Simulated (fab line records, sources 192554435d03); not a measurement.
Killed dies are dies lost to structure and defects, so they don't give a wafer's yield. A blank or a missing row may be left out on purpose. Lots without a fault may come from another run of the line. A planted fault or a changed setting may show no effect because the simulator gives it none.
Chamber matching | flow n5_finfet | N5_BEOL_M3_DEP_57 on pecvd-03: 3 sister chambers
The step deposits SiCN from 3MS/NH3, target thk 8 nm, time 14 s. 20 wafers are shown with their chamber, then 10 later ones without.

WAFERS WITH THEIR CHAMBER
wafer  | chamber | showerhead_plenum_p_Torr (Torr) | throttle_valve_pct (%)
L077.1 | 1       | 3.649                           | 8.7
L077.5 | 1       | 3.646                           | 8.6
L077.6 | 2       | 3.664                           | 8.8
L079.1 | 0       | 3.652                           | 8.8
L079.2 | 1       | 3.644                           | 8.8
L079.3 | 2       | 3.671                           | 8.4
L081.2 | 0       | 3.647                           | 9.1
L081.3 | 1       | 3.649                           | 8.8
L081.4 | 2       | 3.652                           | 8.4
L082.3 | 0       | 3.642                           | 8.8
L082.5 | 2       | 3.658                           | 8.6
L082.6 | 0       | 3.645                           | 9.1
L088.1 | 2       | 3.672                           | 8.7
L088.3 | 1       | 3.663                           | 8.6
L088.6 | 2       | 3.664                           | 8.5
L092.3 | 1       | 3.650                           | 8.8
L092.4 | 1       | 3.653                           | 8.8
L092.5 | 0       | 3.653                           | 8.7
L091.2 | 0       | 3.644                           | 8.9
L091.4 | 1       | 3.656                           | 8.8

SIGNATURES (means of the wafers above)
reading                  | chamber 0 | chamber 1 | chamber 2 | scatter within a chamber
showerhead_plenum_p_Torr | 3.64717   | 3.65125   | 3.66350   | 0.00616
throttle_valve_pct       | 8.900     | 8.738     | 8.567     | 0.14
Rule: a wafer's distance from a chamber is the root of the sum, over the readings, of the square of ((its reading less the chamber's mean) divided by the reading's scatter). The wafer belongs to the nearest chamber; if the next one is less than 2 further off, it can't be placed. The scatter: the root of (the sum of the squares of (reading less its chamber's mean) over the shown wafers, divided by (wafers less chambers)).

WAFERS WITHOUT THEIR CHAMBER
wafer  | showerhead_plenum_p_Torr (Torr) | throttle_valve_pct (%)
L091.6 | 3.665                           | 8.7
L093.1 | 3.653                           | 9.0
L093.2 | 3.662                           | 8.6
L093.6 | 3.650                           | 9.0
L095.2 | 3.659                           | 8.6
L095.3 | 3.650                           | 8.6
L095.6 | 3.652                           | 9.0
L096.1 | 3.656                           | 8.6
L096.2 | 3.640                           | 8.6
L096.4 | 3.657                           | 9.1

WHICH CHAMBER EACH WENT THROUGH
wafer  | from the rows above          | in truth
L091.6 | can't be placed: 2 or 1      | 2
L093.1 | can't be placed: 0 or 1      | 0
L093.2 | can't be placed: 2 or 1      | 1
L093.6 | can't be placed: 0 or 1      | 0
L095.2 | can't be placed: 2 or 1      | 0
L095.3 | can't be placed: 1 or 0 or 2 | 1
L095.6 | can't be placed: 0 or 1      | 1
L096.1 | can't be placed: 2 or 1 or 0 | 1
L096.2 | can't be placed: 1 or 0 or 2 | 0
L096.4 | can't be placed: 0 or 1 or 2 | 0
Placed correctly: 0 of 10. Can't be placed from these rows: 10 (the true chamber is among the candidates in 9). Placed wrongly: 0.
